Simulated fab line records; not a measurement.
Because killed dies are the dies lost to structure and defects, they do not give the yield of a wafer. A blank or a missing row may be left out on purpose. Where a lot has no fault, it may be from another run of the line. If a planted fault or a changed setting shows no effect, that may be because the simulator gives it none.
A lot that was struck, set against a sound lot / flow nand harc / 15 out of 1159 route steps
Sound: the wafers L269.3, L269.4, L269.5. Wafers struck: L271.2, L271.3, L271.6. The cause comes at the end.
Each step with rows lists, per side, the tool, then ch with its chambers, then its first start. Under that, the readings that differ: sound wafers / struck wafers / difference of the means / sigmas: that difference in standard deviations of wafers without a fault.
alike: a reading whose means differ by less than 2 such deviations, as well as words and numbers matching on both sides. not compared: withheld readings; readings where some wafer has no value; bounds like >300 that might hide an equal value; numbers whose values overlap and for which the record gives no deviation.
The two part at a step that has a row with sigmas, a row that says differs or no value, or rows on one side only. When numbers do not overlap yet have no deviation, they are printed without sigmas and do not part them. Lack of a reading on every wafer of one side parts them only where that side has two or more wafers.

NHARC_A_SGD_CUT_ETCH_16: etches the open film in C4F8/O2/Ar, target depth 310.5 nm, time 155.2 s.
  sound: rie diel-04 ch 0,1; struck: rie diel-04 ch 0,2,3
  alike: oes product au, rf vpp V
  not compared: rf hours counter h
then, 1 step without rows for these wafers: NHARC_A_SGD_CUT_STRIP_60 (strips in C4F8/O2/Ar).
NHARC_A_SGD_CUT_STRIP_17: strips in O2.
  sound: rie diel-04 ch 1,2; struck: rie diel-04 ch 2,3
  alike: chamber pressure mTorr, drypump motor current A, oes product au, rf vpp V, showerhead plenum p Torr, throttle valve pct
  not compared: rf hours counter h
then, 4 steps without rows for these wafers: NHARC_A_SGD_CUT_PRECLEAN_18 (cleans in SC1); NHARC_A_SGD_CUT_SRD_19; NHARC_A_SGD_CUT_DEP_20 (deposits SiO2, target thk 150 nm); NHARC_A_SGD_CUT_ANNEAL_27 (time 1800 s).
NHARC_A_SGD_CUT_CMP_21: polishes, target thk 148.19 nm.
  sound on cmp-03 ch 1,3, day 17 21:25; struck on cmp-04 ch 1,3, day 17 08:03
  alike: motor current A, time to endpoint s
NHARC_A_SGD_CUT_THK_MEAS_22: measures by ellipsometry.
  sound on film metro-01, day 17 21:39; struck on film metro-02, day 17 08:17
  alike: thk nm
then, 2 steps without rows for these wafers: NHARC_A_SGD_CUT_SRD_23; NHARC_A_SGD_CUT_ETCH_26 (etches SiO2 in dHF, target depth 45.8 nm).
NHARC_A_SGD_CUT_ETCHBACK_24: etches the open film in CH3F/O2, target depth 50 nm, time 92.857 s.
  sound on rie diel-04 ch 1,2, day 17 21:53; struck on rie diel-07 ch 2,3, day 17 08:31
  alike: drypump motor current A, oes product au, rf vpp V, showerhead plenum p Torr, throttle valve pct
  not compared: rf hours counter h
NHARC_A_SGD_CUT_STRIP_28: strips in O2, time 20 s.
  sound on rie diel-04 ch 0,1,3, day 17 22:04; struck on rie diel-07 ch 0,2,3, day 17 08:39
  no value came back on the struck wafers for any of 7 readings (bias w (W), chamber pressure mTorr (mTorr) and others); on the sound wafers bias w (W) reads 0 0 0
  not compared: rf hours counter h
NHARC_A_SGD_CUT_INSPECT_25:
  sound on defect inspect-02, day 17 22:10; struck on defect inspect-01, day 17 08:45
  alike: raw defect count
-- break in the record here, with 5 days between the starts of the struck wafers on either side (left off in module A_SGD_CUT, picked up again in module END, where the first step shown is number 1159 on the route) --
NHARC_END_SORT_01:
  at this point the record logs the struck wafers (prober-01 ch 0, day 22 09:10) and has no rows for the sound ones

== WHERE THEY PART ==
First at NHARC_A_SGD_CUT_STRIP_28; last, within this record, at NHARC_END_SORT_01.

WHY: what had been put in by the simulator
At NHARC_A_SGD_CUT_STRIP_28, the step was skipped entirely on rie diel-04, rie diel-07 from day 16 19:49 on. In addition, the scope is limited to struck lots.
